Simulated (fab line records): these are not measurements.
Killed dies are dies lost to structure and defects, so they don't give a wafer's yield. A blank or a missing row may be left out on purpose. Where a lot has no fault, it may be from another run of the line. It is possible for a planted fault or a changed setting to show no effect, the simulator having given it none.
fab line records -- flow n5Finfet -- part 2 of 2: steps 5 to 6 of 6
record lots=22, wafers=66, lastDay=17
route steps=1938 shown BEOL_M0@748 BEOL_M1@766
lots untouched by any fault: they come from a run of this same line in which no faults occurred
startH: hours from the record's opening day to when the first of the lot's shown wafers began -- waitH: how many hours have passed since the lot's step before this one -- " same as the row above -- L1.1+2: a row that stands for several wafers -- - no value, or no start given -- * or withheld: withheld -- < > ~ a bound
route shown NAME@n: a module of which the file shows steps, and the number in the route of the first -- usual: average and standard deviation across the fault-free wafers -- same: alike in all rows -- chamber/n: place in a boat -- sites: per-site readings -- _std_site: standard deviation across them -- _edge_site: inner sites' mean taken away from outer sites' mean -- radiusMm: how far each site lies from the wafer's centre -- mask NAME#n: copy n -- behind: the most recent tool/chamber to have shaped the wafer -- hold: the reason the lot was held/the length of the hold in hours/how it ended -- device: which transistor (n, p or np) failed to switch -- end of line: at the end of the route, the tests of the same wafers -- where a step has no rows: the recipe by itself -- killed: not the wafer's yield, but the dies lost to structure and defects at the first sort -- map: per-die view of a wafer (x killed, . not killed, _ where there is no die)
set.NAME: the run value of the setting; set.NAME@STEP: its run value at that earlier step -- model.NAME: the simulator's own value behind a step, which no gauge read
steps of the route over a sample of lots; a table a step, a row a wafer
services: the hour from which a tool's chamber was out of use, counted from the record's first day as startH (under 0 if before that day), plus the number of hours and why
## steps
# step N5_BEOL_M1_STRIP_19
# recipe chemistry=O2, powerW=400, tempC=40, pressureMtorr=30, rfFrequencyHz=6e+07, biasPowerW=0, overashFraction=0.2, o2FlowSccm=225
# usual drypumpMotorCurrentA=5.4/0.43, oesProductAu=0.81/0.1, rfVppV=3.6/0.44, showerheadPlenumPTorr=2.13/0.071, tempC=40.03/0.11, throttleValvePct=16.7/0.3
lot.wafer,tool,chamber,startH,waitH,drypumpMotorCurrentA,oesProductAu,rfHoursCounterH,rfVppV,showerheadPlenumPTorr,tempC,throttleValvePct
L074.2,rieDiel-04,3,126.92,0.2,5.8,0.74,191,3.8,2.20,39.95,17.3
L074.4,rieDiel-04,0,126.92,0.2,5.6,0.97,8,4.1,2.14,40.13,16.3
L074.5,rieDiel-04,0,126.92,0.2,5.6,0.97,-,4.1,2.14,40.13,16.3
L076.2,rieDiel-06,2,130.54,0.1,4.6,0.69,241,4.1,1.96,39.89,16.8
L076.5,rieDiel-06,0,130.54,0.1,4.8,0.75,-,4.0,2.00,40.19,16.9
L076.6,rieDiel-06,1,130.54,0.1,5.8,0.97,-,3.5,2.08,40.08,16.6
L075.3,rieDiel-04,3,131.40,0.1,5.8,0.73,193,3.9,2.19,39.91,17.3
L075.5,rieDiel-04,0,131.40,0.1,5.6,0.98,-,3.1,2.14,39.92,16.3
L075.6,rieDiel-04,3,131.40,0.1,5.9,0.74,-,3.1,2.20,39.85,17.3
L077.2,rieDiel-06,1,140.03,0.1,5.8,0.94,8,3.9,2.08,40.10,16.6
L077.4,rieDiel-06,2,140.03,0.1,4.7,0.69,244,4.3,1.95,39.82,16.9
L077.6,rieDiel-06,0,140.03,0.1,4.8,0.75,-,3.8,2.00,40.01,16.9
L079.2,rieDiel-04,0,158.09,0.1,5.6,0.95,17,3.5,2.13,40.06,16.3
L079.3,rieDiel-04,3,158.09,0.1,5.9,0.74,201,3.6,2.19,40.01,17.3
L079.4,rieDiel-04,1,158.09,0.1,5.3,0.75,151,3.1,2.11,40.09,16.7
L080.2,rieDiel-04,0,164.78,0.1,5.6,0.95,19,3.6,2.13,40.12,16.3
L080.4,rieDiel-04,2,164.78,0.1,5.2,0.87,33,3.6,2.15,40.23,16.4
L080.6,rieDiel-04,3,164.78,0.1,5.8,0.73,-,3.8,2.19,40.13,17.3
L081.1,rieDiel-04,2,167.41,0.1,5.2,0.87,34,3.6,2.15,40.02,16.4
L081.4,rieDiel-04,0,167.41,0.1,5.6,0.94,20,3.6,2.13,40.14,16.3
L081.6,rieDiel-04,1,167.41,0.1,5.3,0.76,-,3.8,2.11,39.93,16.7
L082.2,rieDiel-02,2,174.90,0.1,5.5,0.70,209,3.3,2.18,40.07,17.0
L082.5,rieDiel-02,3,174.90,0.1,5.9,0.71,-,3.9,2.16,40.00,17.1
L082.6,rieDiel-02,2,174.90,0.1,5.5,0.71,-,3.2,2.18,39.88,17.0
L083.3,rieDiel-02,3,175.20,0.1,5.9,0.71,246,3.9,2.16,39.97,17.1
L083.4,rieDiel-02,1,175.20,0.1,6.0,0.68,233,3.0,2.00,40.10,16.7
L083.5,rieDiel-02,3,175.20,0.1,5.9,0.71,-,2.7,2.16,40.12,17.0
L084.2,rieDiel-02,3,185.00,0.1,5.9,0.70,249,2.9,2.15,39.97,17.1
L084.4,rieDiel-02,1,185.00,0.1,6.0,0.67,236,4.3,2.00,40.08,16.7
L084.6,rieDiel-02,0,185.00,0.1,5.8,0.96,-,4.8,2.23,40.19,16.4
L085.1,rieDiel-02,0,193.42,0.1,5.8,0.94,15,3.2,2.23,40.02,16.4
L085.2,rieDiel-02,2,193.42,0.1,5.5,0.69,215,3.3,2.17,40.12,17.0
L085.6,rieDiel-02,1,193.42,0.1,6.0,0.67,-,3.6,2.00,39.96,16.7
L087.1,rieDiel-06,2,201.54,0.2,4.7,0.96,1,4.2,2.21,40.17,16.4
L087.5,rieDiel-06,2,201.54,0.2,4.7,0.96,-,4.0,2.21,39.95,16.5
L087.6,rieDiel-06,3,201.54,0.2,4.8,0.69,-,3.1,2.17,39.85,16.8
L089.2,rieDiel-06,0,213.15,0.2,4.8,0.73,209,4.3,1.99,39.93,16.9
L089.4,rieDiel-06,2,213.15,0.2,4.6,0.94,5,4.1,2.21,40.24,16.5
L089.5,rieDiel-06,1,213.15,0.2,5.8,0.88,-,3.3,2.07,40.08,16.6
L088.1,rieDiel-04,1,215.73,0.1,5.3,0.74,167,2.8,2.11,40.03,16.7
L088.2,rieDiel-04,0,215.73,0.1,5.6,0.92,34,3.7,2.13,39.88,16.3
L088.3,rieDiel-04,2,215.73,0.1,5.2,0.85,48,3.9,2.14,40.20,16.4
L090.2,rieDiel-04,1,216.21,0.1,5.3,0.74,168,3.5,2.11,40.04,16.7
L090.3,rieDiel-04,2,216.21,0.1,5.2,0.86,49,4.3,2.14,39.96,16.4
L090.6,rieDiel-04,3,216.21,0.1,5.8,0.73,-,3.3,2.19,40.09,17.3
L091.2,rieDiel-04,3,226.39,0.2,5.8,0.71,221,4.1,2.18,39.96,17.3
L091.3,rieDiel-04,2,226.39,0.2,5.2,0.85,51,3.7,2.14,40.04,16.4
L091.6,rieDiel-04,3,226.39,0.2,5.8,0.72,-,3.7,2.18,40.01,17.3
L092.2,rieDiel-02,0,233.66,0.1,5.8,0.90,34,3.6,2.23,39.90,16.4
L092.3,rieDiel-02,2,233.66,0.1,5.5,0.68,233,4.3,2.17,39.88,17.0
L092.4,rieDiel-02,3,233.66,0.1,5.9,0.94,-,3.7,2.15,39.91,16.5
L093.1,rieDiel-02,0,237.52,0.2,5.8,0.91,35,3.0,2.22,40.01,16.5
L093.2,rieDiel-02,3,237.52,0.2,5.9,0.95,13,3.6,2.15,39.90,16.6
L093.5,rieDiel-02,2,237.52,0.2,5.5,0.68,-,3.3,2.17,39.87,17.0
L094.1,rieDiel-06,0,246.72,0.1,4.8,0.72,219,3.4,1.99,40.05,16.9
L094.5,rieDiel-06,1,246.72,0.1,5.8,0.87,-,3.4,2.07,40.24,16.7
L094.6,rieDiel-06,2,246.72,0.1,4.6,0.90,-,3.5,2.21,40.04,16.5
L095.1,rieDiel-04,3,251.18,0.1,5.8,0.72,228,3.4,2.18,40.13,17.3
L095.3,rieDiel-04,2,251.18,0.1,5.2,0.83,58,4.7,2.14,40.04,16.4
L095.4,rieDiel-04,0,251.18,0.1,5.6,0.88,43,3.4,2.12,40.03,16.3
L096.1,rieDiel-02,2,251.85,0.1,5.5,0.68,239,3.5,2.17,40.05,17.0
L096.3,rieDiel-02,3,251.85,0.1,5.9,0.93,18,3.2,2.15,39.94,16.6
L096.4,rieDiel-02,1,251.85,0.1,6.0,0.96,1,3.7,2.26,40.02,16.2
L097.2,rieDiel-06,2,263.42,0.1,4.7,0.89,19,3.5,2.21,39.80,16.5
L097.4,rieDiel-06,3,263.42,0.1,4.8,0.68,239,3.2,2.16,39.98,16.8
L097.5,rieDiel-06,2,263.42,0.1,4.6,0.90,-,3.5,2.21,39.87,16.5
# step N5_BEOL_M1_ETCH_41
# recipe chemistry=CH3F/O2, target=SiCN, targetDepthA=319, taperDeg=2, timeS=57.8, ionEnergyEv=120, maskMaterial=TiN, pressureMtorr=30, sourceW=395, biasW=75, Ar_flow_sccm=150, CH3F_flow_sccm=30, O2_flow_sccm=20
# usual drypumpMotorCurrentA=5.4/0.43, oesProductAu=0.80/0.099, rfVppV=297.8/1.7, showerheadPlenumPTorr=2.02/0.071, throttleValvePct=16.29/0.29
lot.wafer,tool,chamber,startH,waitH,drypumpMotorCurrentA,oesProductAu,rfHoursCounterH,rfVppV,showerheadPlenumPTorr,throttleValvePct
L074.2,rieDiel-04,2,-,-,5.2,0.89,24,299.0,2.04,15.91
L074.4,rieDiel-04,1,-,-,5.3,0.75,144,298.3,1.99,16.15
L074.5,rieDiel-04,0,-,-,5.6,0.98,-,298.2,2.05,15.96
L076.2,rieDiel-06,3,-,-,4.8,0.72,200,298.2,2.06,16.34
L076.5,rieDiel-06,1,-,-,5.8,0.95,-,296.9,1.97,16.14
L076.6,rieDiel-06,2,-,-,4.7,0.69,-,295.9,1.89,16.62
L075.3,rieDiel-02,1,-,-,6.0,0.70,219,295.7,1.91,16.25
L075.5,rieDiel-02,1,-,-,6.0,0.70,-,294.3,1.91,16.26
L075.6,rieDiel-02,3,-,-,5.9,0.71,-,297.4,2.05,16.64
L077.2,rieDiel-02,2,-,-,5.5,0.71,200,298.6,2.09,16.66
L077.4,rieDiel-02,2,-,-,5.5,0.72,-,300.4,2.09,16.66
L077.6,rieDiel-02,1,-,-,6.0,0.69,-,296.1,1.91,16.28
L079.2,rieDiel-06,1,-,-,5.8,0.92,14,296.0,1.97,16.14
L079.3,rieDiel-06,3,-,-,4.8,0.70,208,297.9,2.06,16.37
L079.4,rieDiel-06,0,-,-,4.8,0.74,191,294.5,1.90,16.49
L080.2,rieDiel-04,1,-,-,5.3,0.75,153,298.4,1.99,16.18
L080.4,rieDiel-04,2,-,-,5.2,0.87,34,297.5,2.04,15.95
L080.6,rieDiel-04,1,-,-,5.4,0.74,-,296.5,1.99,16.17
L081.1,rieDiel-02,1,-,-,6.0,0.68,231,295.1,1.90,16.27
L081.4,rieDiel-02,3,-,-,5.9,0.70,245,297.7,2.05,16.65
L081.6,rieDiel-02,2,-,-,5.5,0.71,-,298.7,2.09,16.66
L082.2,rieDiel-04,1,-,-,5.3,0.75,156,296.8,1.99,16.18
L082.5,rieDiel-04,3,-,-,5.8,0.71,-,299.0,2.07,16.83
L082.6,rieDiel-04,2,-,-,5.2,0.88,-,297.0,2.04,15.93
L083.3,rieDiel-04,3,-,-,5.9,0.72,209,299.9,2.07,16.84
L083.4,rieDiel-04,2,-,-,5.2,0.87,38,298.5,2.04,15.94
L083.5,rieDiel-04,1,-,-,5.3,0.75,-,297.8,1.98,16.18
L084.2,rieDiel-02,0,-,-,5.8,0.93,13,299.5,2.11,15.93
L084.4,rieDiel-02,0,-,-,5.8,0.94,-,300.3,2.11,15.94
L084.6,rieDiel-02,1,-,-,6.0,0.68,-,295.8,1.90,16.30
L085.1,rieDiel-04,2,-,-,5.2,0.86,41,299.0,2.03,15.96
L085.2,rieDiel-04,3,-,-,5.9,0.72,212,298.8,2.07,16.84
L085.6,rieDiel-04,2,-,-,5.2,0.87,-,298.6,2.03,15.95
L087.1,rieDiel-04,3,-,-,5.8,0.71,215,298.1,2.07,16.87
L087.5,rieDiel-04,2,-,-,5.2,0.86,-,298.4,2.03,15.97
L087.6,rieDiel-04,1,-,-,5.4,0.75,-,297.7,1.98,16.19
L089.2,rieDiel-06,2,-,-,4.6,0.93,6,298.4,2.13,16.20
L089.4,rieDiel-06,0,-,-,4.8,0.73,209,296.8,1.89,16.55
L089.5,rieDiel-06,2,-,-,4.7,0.93,-,300.7,2.13,16.22
L088.1,rieDiel-04,3,-,-,5.8,0.71,220,298.0,2.07,16.86
L088.2,rieDiel-04,2,-,-,5.2,0.87,50,297.3,2.03,15.96
L088.3,rieDiel-04,0,-,-,5.6,0.91,35,297.6,2.04,16.01
L090.2,rieDiel-04,2,-,-,5.2,0.85,51,298.8,2.03,15.96
L090.3,rieDiel-04,1,-,-,5.4,0.74,171,297.1,1.98,16.21
L090.6,rieDiel-04,1,-,-,5.4,0.74,-,296.2,1.98,16.20
L091.2,rieDiel-06,2,-,-,4.7,0.92,9,300.1,2.13,16.23
L091.3,rieDiel-06,3,-,-,4.8,0.69,230,298.0,2.05,16.40
L091.6,rieDiel-06,1,-,-,5.8,0.88,-,297.5,1.96,16.19
L092.2,rieDiel-06,3,-,-,4.8,0.69,232,296.8,2.05,16.39
L092.3,rieDiel-06,0,-,-,4.8,0.72,215,294.4,1.89,16.55
L092.4,rieDiel-06,2,-,-,4.6,0.91,11,301.6,2.13,16.21
L093.1,rieDiel-02,0,-,-,5.8,0.89,36,299.0,2.10,16.01
L093.2,rieDiel-02,2,-,-,5.5,0.69,236,298.8,2.08,16.72
L093.5,rieDiel-02,3,-,-,5.9,0.93,-,297.4,2.04,16.16
L094.1,rieDiel-06,1,-,-,5.8,0.87,43,296.4,1.96,16.21
L094.5,rieDiel-06,0,-,-,4.8,0.72,-,295.5,1.89,16.55
L094.6,rieDiel-06,1,-,-,5.8,0.87,-,297.2,1.96,16.21
L095.1,rieDiel-06,0,-,-,4.8,0.71,222,295.0,1.89,16.55
L095.3,rieDiel-06,1,-,-,5.7,0.86,43,296.3,1.96,16.22
L095.4,rieDiel-06,2,-,-,4.6,0.90,18,301.5,2.13,16.22
L096.1,rieDiel-04,2,-,-,5.2,0.84,62,298.4,2.03,15.99
L096.3,rieDiel-04,1,-,-,5.3,0.73,182,297.3,1.98,16.25
L096.4,rieDiel-04,3,-,-,5.8,0.71,232,299.7,2.06,16.88
L097.2,rieDiel-02,0,-,-,5.8,0.87,45,300.0,2.10,16.02
L097.4,rieDiel-02,2,-,-,5.5,0.69,245,298.9,2.08,16.76
L097.5,rieDiel-02,1,-,-,6.0,0.94,-,300.7,2.15,15.85
## services
tool,chamber,startH,hours,kind
rieDiel-06,1,102.57,-,clean
rieDiel-06,1,102.57,-,consumableReplace:focusRing
rieDiel-06,1,102.57,14.9,scheduledDown
rieDiel-06,1,102.57,14.9,ventCycle
rieDiel-04,0,102.72,19.0,repair
pecvd-01,1,122.09,4.4,repair
rieMetal-02,0,122.24,33.3,repair
rieMetal-03,-,123.70,0.8,repair
rieDiel-02,0,132.05,-,clean
pecvd-02,-,157.09,1.2,repair
pecvd-02,0,160.48,9.3,repair
rieDiel-06,2,164.59,-,clean
rieDiel-06,2,164.59,-,consumableReplace:focusRing
rieDiel-06,2,164.59,-,consumableReplace:showerhead
rieDiel-06,2,164.59,32.4,scheduledDown
rieDiel-06,2,164.59,32.4,ventCycle
pecvd-02,-,170.23,1.2,repair
rieDiel-04,-,189.90,2.8,pm
pecvd-03,-,195.89,6.0,pm
pecvd-03,-,207.52,4.3,pm
rieDiel-06,1,224.30,2.0,repair
rieDiel-04,0,239.88,1.8,repair
rieDiel-02,1,252.83,7.7,repair
rieMetal-01,0,261.52,7.2,repair
